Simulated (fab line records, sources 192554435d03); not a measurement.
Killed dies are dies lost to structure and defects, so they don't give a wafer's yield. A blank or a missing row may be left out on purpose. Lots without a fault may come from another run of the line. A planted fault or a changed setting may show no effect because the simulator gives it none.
fab line records | flow n5_finfet
record lots=10 wafers=30 last_day=20
route steps=1938 shown BEOL_M4@1111 BEOL_M8@1355 PASSIVATION@1936
lots that met no fault: from a run of the same line without faults
start_h: hours from the record's first day to the start of the lot's first wafer shown | wait_h: hours since the lot's step before | " the same as in the row above | L1.1+2: a row that stands for several wafers | - no value, or no start given | * or withheld: withheld | < > ~ a bound
route shown NAME@n: a module of which the file shows steps, and the number in the route of the first | usual: mean/standard deviation of fault-free wafers | same: alike in all rows | chamber/n: place in a boat | sites: the reading at each site | _std_site: their standard deviation | _edge_site: outer sites' mean less inner sites' | radius_mm: how far each site lies from the wafer's centre | mask NAME#n: copy n | behind: the tool/chamber that last shaped the wafer | hold: why the lot was held/for how many hours/how that ended | device: the transistor (n, p or np) that didn't switch | end of line: the same wafers' tests at the end of the route | a step without rows: its recipe alone | killed: dies lost to structure and defects at the first sort, not the wafer's yield | map: a wafer's dies, x killed, . not, _ none there
set.NAME: the setting as run; set.NAME@STEP: as run at that earlier step | model.NAME: the simulator's own value behind a step, which no gauge read
steps of the route over a sample of lots; a table a step, a row a wafer
services: from which hour (start_h, from the record's first day; less than 0 if before it) a tool's chamber was out of use, for how many hours, and why
## steps
# step N5_BEOL_M4_RC_MEAS_101
# usual DIBL_N=37.1/2.6 DIBL_P=38/3 IOFF_N=0.18/0.052 IOFF_P=0.25/0.06 ION_N=678/15 ION_P=467/8.6 SS_N=71.7/0.73 SS_P=73.7/0.89 VT_N=249/4.3 VT_P=-248/3.8
# columns lot.wafer tool chamber start_h wait_h DIBL_N[mV/V] DIBL_P[mV/V] IOFF_N[nA/um] IOFF_P[nA/um] ION_N[uA/um] ION_P[uA/um] SS_N[mV/dec] SS_P[mV/dec] VT_N[mV] VT_P[mV]
L498.2 prober-02 0 282.47 0.2 40.6 39 0.20 0.30 661 466 73.0 74.1 248 -244
L498.4 " 0 " " 38.6 38 0.19 0.30 674 477 71.6 74.0 247 -243
L498.6 " 0 " " 39.5 37 0.19 0.26 692 475 71.4 73.9 248 -247
L503.2 prober-01 0 283.45 0.2 39.6 41 0.20 0.31 679 463 72.1 75.1 250 -246
L503.3 " 0 " " 37.3 38 0.16 0.21 690 469 71.5 73.7 252 -249
L503.4 " 0 " " 39.5 40 0.21 0.27 693 471 72.2 73.5 245 -247
L502.2 prober-02 0 285.15 0.2 40.1 41 0.23 0.33 688 477 71.7 74.0 246 -242
L502.5 " 0 " " 41.5 40 0.26 0.32 700 475 73.2 74.5 243 -243
L502.6 " 0 " " 40.5 39 0.26 0.30 686 470 71.8 74.3 242 -246
L506.3 prober-02 0 300.52 0.3 36.7 38 0.18 0.25 675 469 71.2 73.2 246 -249
L506.4 " 0 " " 35.2 37 0.16 0.24 693 476 70.9 74.2 249 -247
L506.5 " 0 " " 37.4 39 0.19 0.26 671 461 71.9 74.3 248 -249
L507.2 prober-02 0 323.27 0.2 36.4 36 0.15 0.20 684 466 71.6 73.5 252 -252
L507.3 " 0 " " 32.7 31 0.10 0.17 666 463 70.4 72.9 257 -253
L507.5 " 0 " " 35.0 33 0.13 0.17 664 455 71.5 72.6 257 -254
L511.1 prober-02 0 326.89 0.0 36.8 38 0.15 0.25 675 469 71.2 73.1 253 -245
L511.2 " 0 " " 37.6 39 0.18 0.29 680 478 71.5 73.6 247 -245
L511.4 " 0 " " 42.1 43 0.30 0.40 712 482 72.6 75.5 241 -240
L510.2 prober-01 0 342.59 0.2 38.9 39 0.21 0.29 685 470 72.4 73.9 247 -243
L510.4 " 0 " " 38.1 40 0.19 0.34 683 478 72.1 73.0 246 -242
L510.5 " 0 " " 40.2 41 0.25 0.35 692 478 72.4 74.0 243 -241
L514.2 prober-02 0 351.22 0.2 38.0 38 0.18 0.25 675 464 72.1 73.6 250 -248
L514.3 " 0 " " 33.1 34 0.10 0.17 655 458 70.9 73.0 258 -255
L514.4 " 0 " " 35.1 35 0.13 0.18 666 455 71.4 73.5 253 -253
L512.1 prober-01 0 351.78 0.7 32.3 34 0.11 0.17 661 452 70.5 71.0 253 -252
L512.4 " 0 " " 36.0 38 0.17 0.25 662 461 72.2 74.0 247 -248
L512.6 " 0 " " 32.8 34 0.12 0.18 671 469 70.6 71.9 254 -252
L516.2 prober-02 0 367.82 0.2 36.5 39 0.19 0.26 704 484 71.2 74.6 244 -243
L516.3 " 0 " " 37.0 39 0.19 0.26 674 462 72.0 73.8 248 -248
L516.4 " 0 " " 38.3 41 0.23 0.30 700 477 71.3 74.7 245 -248
# step N5_BEOL_M8_CD_MEAS_18
# recipe pitch_nm=80 target_cd_nm=40
# usual cd_nm=40.3/0.73
# columns lot.wafer tool chamber start_h wait_h cd_nm
L498.2 cd_sem-03 - 312.67 0.1 40.6
L498.4 " - " " 39.2
L498.6 " - " " 39.6
L502.2 cd_sem-01 - 315.77 0.1 40.0
L502.5 " - " " 40.9
L502.6 " - " " 40.6
L503.2 cd_sem-02 - 318.24 0.1 40.5
L503.3 " - " " 40.5
L503.4 " - " " 40.6
L506.3 cd_sem-02 - 331.33 0.1 41.4
L506.4 " - " " 40.4
L506.5 " - " " 39.8
L507.2 cd_sem-03 - 355.40 0.1 39.9
L507.3 " - " " 39.3
L507.5 " - " " 39.9
L511.1 cd_sem-02 - 357.97 0.1 40.2
L511.2 " - " " 39.7
L511.4 " - " " 39.9
L510.2 cd_sem-01 - 377.57 0.1 40.1
L510.4 " - " " 40.4
L510.5 " - " " 40.9
L514.2 cd_sem-02 - 387.25 0.1 40.5
L514.3 " - " " 42.0
L514.4 " - " " 41.4
L512.1 cd_sem-01 - 397.07 0.0 42.3
L512.4 " - " " 39.5
L512.6 " - " " 40.3
L516.2 cd_sem-01 - 406.11 0.1 40.6
L516.3 " - " " 40.6
L516.4 " - " " 39.1
# step N5_BEOL_M8_STRIP_36
# recipe chemistry=N2/H2 power_w=450 temp_c=40 pressure_mtorr=20 rf_frequency_hz=6e+07 overash_fraction=0.3 bias_power_w=7 h2_frac=0.5 n2_flow_sccm=200 h2_flow_sccm=200
# usual bias_power_w=7.000/0.021 chamber_pressure_mTorr=20.00/0.034 drypump_motor_current_A=5.7/0.53 oes_product_au=0.80/0.083 rf_vpp_V=59.3/1.3 showerhead_plenum_p_Torr=2.53/0.071 throttle_valve_pct=23.3/0.33
# columns lot.wafer tool chamber start_h wait_h bias_power_w chamber_pressure_mTorr drypump_motor_current_A oes_product_au rf_hours_counter_h rf_vpp_V showerhead_plenum_p_Torr throttle_valve_pct
L498.2 rie_diel-01 2 314.69 0.0 - - - - - - - -
L498.4 " 3 " " - - - - - - - -
L498.6 " 3 " " - - - - - - - -
L502.2 rie_diel-05 2 316.58 0.0 - - - - - - - -
L502.5 " 1 " " - - - - - - - -
L502.6 " 0 " " - - - - - - - -
L503.2 rie_diel-05 3 322.26 0.0 7.004 19.98 5.3 0.86 63 60.2 2.47 23.5
L503.3 " 2 " " 6.976 20.06 5.4 0.72 185 60.4 2.51 23.2
L503.4 " 1 " " 6.977 19.92 6.5 0.82 81 58.5 2.47 23.3
L506.3 rie_diel-04 1 335.73 0.0 6.959 19.99 6.4 0.81 91 61.4 2.58 23.9
L506.4 " 2 " " 6.966 20.00 4.9 0.70 202 58.9 2.53 23.3
L506.5 " 2 " " 6.986 20.00 4.9 0.70 - 58.9 2.53 23.3
L507.2 rie_diel-01 3 356.71 0.0 6.997 20.00 5.7 0.79 125 60.2 2.46 23.3
L507.3 " 2 " " 6.980 20.01 5.2 0.87 38 57.9 2.69 23.0
L507.5 " 3 " " 6.999 20.04 5.7 0.79 - 60.1 2.46 23.3
L511.1 rie_diel-05 0 358.80 0.0 6.999 19.99 5.3 0.75 159 59.1 2.53 23.3
L511.2 " 1 " " 6.998 19.98 6.4 0.81 93 59.4 2.46 23.3
L511.4 " 2 " " 6.983 19.97 5.4 0.72 197 59.9 2.51 23.2
L510.2 rie_diel-05 1 380.91 0.0 6.995 19.94 6.4 0.79 101 58.8 2.46 23.2
L510.4 " 0 " " 7.012 20.04 5.3 0.75 166 61.3 2.53 23.3
L510.5 " 0 " " 6.986 20.03 5.3 0.75 - 60.4 2.53 23.3
L514.2 rie_diel-04 1 390.40 0.0 7.001 19.94 6.4 0.78 111 58.6 2.57 23.9
L514.3 " 3 " " 7.004 19.98 6.6 0.89 25 58.7 2.58 23.3
L514.4 " 0 " " 7.007 19.96 5.8 0.87 46 60.0 2.45 22.9
L512.1 rie_diel-04 3 398.52 0.0 7.027 20.03 6.6 0.88 28 59.5 2.58 23.3
L512.4 " 2 " " 6.969 19.99 4.9 0.69 220 59.8 2.52 23.3
L512.6 " 3 " " 7.029 20.04 6.5 0.90 - 58.1 2.58 23.3
L516.2 rie_diel-05 2 408.00 0.0 7.010 19.95 5.4 0.71 214 59.0 2.50 23.2
L516.3 " 3 " " 6.995 20.02 5.2 0.81 91 59.0 2.45 23.5
L516.4 " 1 " " 7.030 20.03 6.4 0.79 110 57.7 2.46 23.3
# step N5_BEOL_M8_TRENCH_ETCH_37
# recipe chemistry=C4F6/O2 target_depth_a=934.78 target=SiCOH_lowk time_s=31.2 ion_energy_ev=250 pressure_mtorr=30 source_w=345 bias_w=185 Ar_flow_sccm=300 C4F6_flow_sccm=10 O2_flow_sccm=10
# usual drypump_motor_current_A=5.6/0.53 oes_o_777_au=0.79/0.094 oes_product_au=0.80/0.085 rf_vpp_V=668/20 showerhead_plenum_p_Torr=2.85/0.073 throttle_valve_pct=20.75/0.18
# columns lot.wafer tool chamber start_h wait_h drypump_motor_current_A oes_o_777_au oes_product_au rf_hours_counter_h rf_vpp_V showerhead_plenum_p_Torr throttle_valve_pct
L498.2 rie_diel-01 2 314.73 0.0 5.2 0.94 0.90 23 676 3.05 20.59
L498.4 " 3 " " 5.6 0.84 0.78 111 639 2.74 20.53
L498.6 " 3 " " 5.6 0.84 0.78 - 639 2.74 20.53
L502.2 rie_diel-05 2 316.62 0.0 5.4 0.72 0.74 183 675 2.86 20.80
L502.5 " 1 " " 6.4 0.78 0.81 - 642 2.78 20.67
L502.6 " 0 " " 5.3 0.73 0.76 - 668 2.85 20.84
L503.2 rie_diel-05 3 - - 5.2 0.84 0.85 63 687 2.77 20.72
L503.3 " 2 " " 5.4 0.71 0.72 185 677 2.86 20.78
L503.4 " 1 " " 6.4 0.79 0.79 81 641 2.78 20.69
L506.3 rie_diel-04 1 - - 6.4 0.76 0.81 91 692 2.88 21.10
L506.4 " 2 " " 4.9 0.62 0.70 202 690 2.84 20.68
L506.5 " 2 " " 4.9 0.63 0.70 - 688 2.84 20.68
L507.2 rie_diel-01 3 - - 5.6 0.83 0.77 125 639 2.74 20.52
L507.3 " 2 " " 5.2 0.91 0.88 38 677 3.04 20.61
L507.5 " 3 " " 5.6 0.84 0.76 - 639 2.74 20.57
L511.1 rie_diel-05 0 - - 5.3 0.72 0.73 159 669 2.84 20.87
L511.2 " 1 " " 6.4 0.77 0.79 93 642 2.78 20.70
L511.4 " 2 " " 5.4 0.71 0.72 197 678 2.86 20.79
L510.2 rie_diel-05 1 - - 6.4 0.76 0.78 101 642 2.78 20.70
L510.4 " 0 " " 5.3 0.71 0.73 166 667 2.84 20.87
L510.5 " 0 " " 5.3 0.71 0.74 - 669 2.84 20.86
L514.2 rie_diel-04 1 - - 6.4 0.74 0.78 111 692 2.87 21.11
L514.3 " 3 " " 6.5 0.93 0.89 26 631 2.88 20.42
L514.4 " 0 " " 5.8 0.86 0.87 46 671 2.82 20.70
L512.1 rie_diel-04 3 - - 6.6 0.92 0.88 28 630 2.88 20.46
L512.4 " 2 " " 4.9 0.61 0.69 220 690 2.83 20.69
L512.6 " 3 " " 6.5 0.93 0.88 - 629 2.88 20.44
L516.2 rie_diel-05 2 - - 5.4 0.69 0.71 214 677 2.85 20.84
L516.3 " 3 " " 5.3 0.81 0.82 91 686 2.76 20.76
L516.4 " 1 " " 6.4 0.75 0.76 110 641 2.77 20.71
# step N5_BEOL_M8_CD_MEAS_35
# recipe target_cd_nm=40 polarity=opening
# usual cd_nm=40.3/0.71
# columns lot.wafer tool chamber start_h wait_h cd_nm
L498.2 cd_sem-02 - 315.05 0.0 40.5
L498.4 " - " " 38.9
L498.6 " - " " 39.1
L502.2 cd_sem-03 - 316.94 0.0 40.6
L502.5 " - " " 40.3
L502.6 " - " " 40.8
L503.2 cd_sem-01 - 322.61 0.0 40.2
L503.3 " - " " 40.7
L503.4 " - " " 40.9
L506.3 cd_sem-01 - 336.09 0.0 41.2
L506.4 " - " " 40.5
L506.5 " - " " 40.2
L507.2 cd_sem-02 - 357.06 0.0 40.1
L507.3 " - " " 39.8
L507.5 " - " " 40.1
L511.1 cd_sem-03 - 359.15 0.0 40.4
L511.2 " - " " 39.6
L511.4 " - " " 39.7
L510.2 cd_sem-02 - 381.26 0.0 40.1
L510.4 " - " " 40.7
L510.5 " - " " 41.0
L514.2 cd_sem-03 - 390.75 0.0 40.2
L514.3 " - " " 42.3
L514.4 " - " " 41.0
L512.1 cd_sem-01 - 398.87 0.0 42.3
L512.4 " - " " 39.5
L512.6 " - " " 40.7
L516.2 cd_sem-03 - 408.36 0.0 41.0
L516.3 " - " " 40.3
L516.4 " - " " 39.6
# step N5_PASSIVATION_PROBE_49
# usual defect_limited_yield=91.4/1.4 killed_at_M0_to_M3=34/9.1 killed_at_M4_up=14/5.2 killed_at_contacts=12/6.4 killed_at_front_end=38/11 killed_at_other=3.7/2.8 killed_dies=102/17 killed_on_rim=14/3.9 killed_open=68/13 killed_short=32/7.8 sort_bin_4_leakage=0.05/0.3 sort_bin_5_function=5.1/1 sort_bin_6_memory=3.2/0.66 sort_n_pass=1076/19 sort_yield_pct=91.2/1.6
# same gross_dies=1180 killed_at_back_side=0 sort_bin_8_speed[%]=0
# columns lot.wafer tool chamber start_h wait_h defect_limited_yield[%] killed_at_M0_to_M3 killed_at_M4_up killed_at_contacts killed_at_front_end killed_at_other killed_dies killed_on_rim killed_open killed_short sort_bin_4_leakage[%] sort_bin_5_function[%] sort_bin_6_memory[%] sort_n_pass sort_yield_pct[%]
L498.2 prober-02 - 391.20 0.1 0 27 1093 9 47 4 1180 152 73 32 0 96.1 3.6 0 0
L498.4 prober-02 - 391.30 0.2 0 24 1077 31 48 0 1180 152 89 35 0 96.1 3.6 0 0
L498.6 prober-02 - 391.40 0.3 0 19 1091 20 48 2 1180 152 78 29 0 96.9 2.8 0 0
L502.2 prober-02 - 392.30 0.1 0 33 1060 40 43 4 1180 152 102 42 0 96.1 3.6 0 0
L502.5 prober-02 - 392.45 0.2 0 42 1093 9 32 4 1180 152 67 28 0 96.4 3.1 0 0
L502.6 prober-02 - 392.50 0.3 0 19 1102 20 37 2 1180 152 70 30 0 97.3 2.6 0 0
# killed by level:class
L498.2 BEOL_M8:area_ald=1075 STI_FIN_REVEAL:geometric_particle:open=18 FIN_SAQP:geometric_particle:open=8 MOL_CONTACT_COAG:geometric_particle:open=8 BEOL_M4:geometric_particle:open=7 GATE_CUT:geometric_particle:short=5 BEOL_M1:geometric_particle:open=5 BEOL_M2:geometric_particle:open=5
L498.4 BEOL_M8:area_ald=1056 MOL_CONTACT_COAG:geometric_particle:open=24 FIN_SAQP:geometric_particle:open=11 STI_FIN_REVEAL:geometric_particle:open=8 BEOL_M5:geometric_particle:open=8 DUMMY_GATE:geometric_particle:open=7 MOL_CONTACT_COAG:geometric_particle:short=7 BEOL_M0_SAQP:geometric_particle:short=6
L498.6 BEOL_M8:area_ald=1073 FIN_SAQP:geometric_particle:open=19 MOL_CONTACT_COAG:geometric_particle:open=18 FIN_SAQP:geometric_particle:short=7 STI_FIN_REVEAL:geometric_particle:open=7 BEOL_M0_SAQP:geometric_particle:short=6 DUMMY_GATE:geometric_particle:open=5 BEOL_M5:geometric_particle:open=4
L502.2 BEOL_M8:area_ald=1036 MOL_CONTACT_COAG:geometric_particle:open=34 FIN_SAQP:geometric_particle:open=15 BEOL_M4:geometric_particle:open=14 BEOL_M0_SAQP:geometric_particle:open=8 GATE_CUT:geometric_particle:short=7 BEOL_M3:geometric_particle:open=7 FIN_SAQP:geometric_particle:short=6
L502.5 BEOL_M8:area_ald=1082 BEOL_M2:geometric_particle:open=13 BEOL_M3:geometric_particle:open=11 MOL_CONTACT_COAG:geometric_particle:open=8 DUMMY_GATE:geometric_particle:open=7 BEOL_M0_SAQP:geometric_particle:short=6 BEOL_M4:geometric_particle:open=5 GATE_CUT:geometric_particle:short=4
L502.6 BEOL_M8:area_ald=1080 FIN_SAQP:geometric_particle:open=17 MOL_CONTACT_COAG:geometric_particle:open=14 BEOL_M4:geometric_particle:open=10 MOL_CONTACT_COAG:geometric_particle:short=6 BEOL_M3:geometric_particle:open=6 GATE_CUT:geometric_particle:short=4 FIN_SAQP:geometric_particle:short=3
## services
# columns tool chamber start_h hours kind
rie_diel-04 3 304.27 - clean
rie_diel-04 3 304.27 - consumable_replace:focus_ring
rie_diel-04 3 304.27 19.4 scheduled_down
rie_diel-04 3 304.27 19.4 vent_cycle
rie_diel-01 0 346.66 - clean
rie_diel-01 0 346.66 - consumable_replace:focus_ring
rie_diel-01 0 346.66 20.2 scheduled_down
rie_diel-01 0 346.66 20.2 vent_cycle
rie_diel-04 2 364.60 12.6 repair
rie_diel-01 3 395.29 4.1 repair
## key
first_sign step=N5_BEOL_M8_STRIP_36 reading=tool_record direction=missing
effect step=N5_PASSIVATION_PROBE_49 reading=killed_at_M4_up direction=up sigmas=99+ usual=14 struck=1086
more_kills_born_at N5_BEOL_M8_ALD_77@ald_metal-03=3204 N5_BEOL_M8_ALD_77@ald_metal-02=3198
met_at N5_BEOL_M8_STRIP_36
struck_lots L498,L502
later_rows_left_out L498.2,L498.4,L498.6,L502.2,L502.5,L502.6
not_acting_at N5_BEOL_M8_CD_MEAS_18,N5_BEOL_M8_TRENCH_ETCH_37,N5_BEOL_M8_CD_MEAS_35
fault kind=skipped_step_whole tool=rie_diel-01,rie_diel-05 chamber=- onset_h=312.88 steps=N5_BEOL_M8_STRIP_36 scope=struck_lots_only
# later_rows_left_out: the simulator's readings of these wafers behind a module that went badly wrong aren't trusted and aren't shown, but for the sort
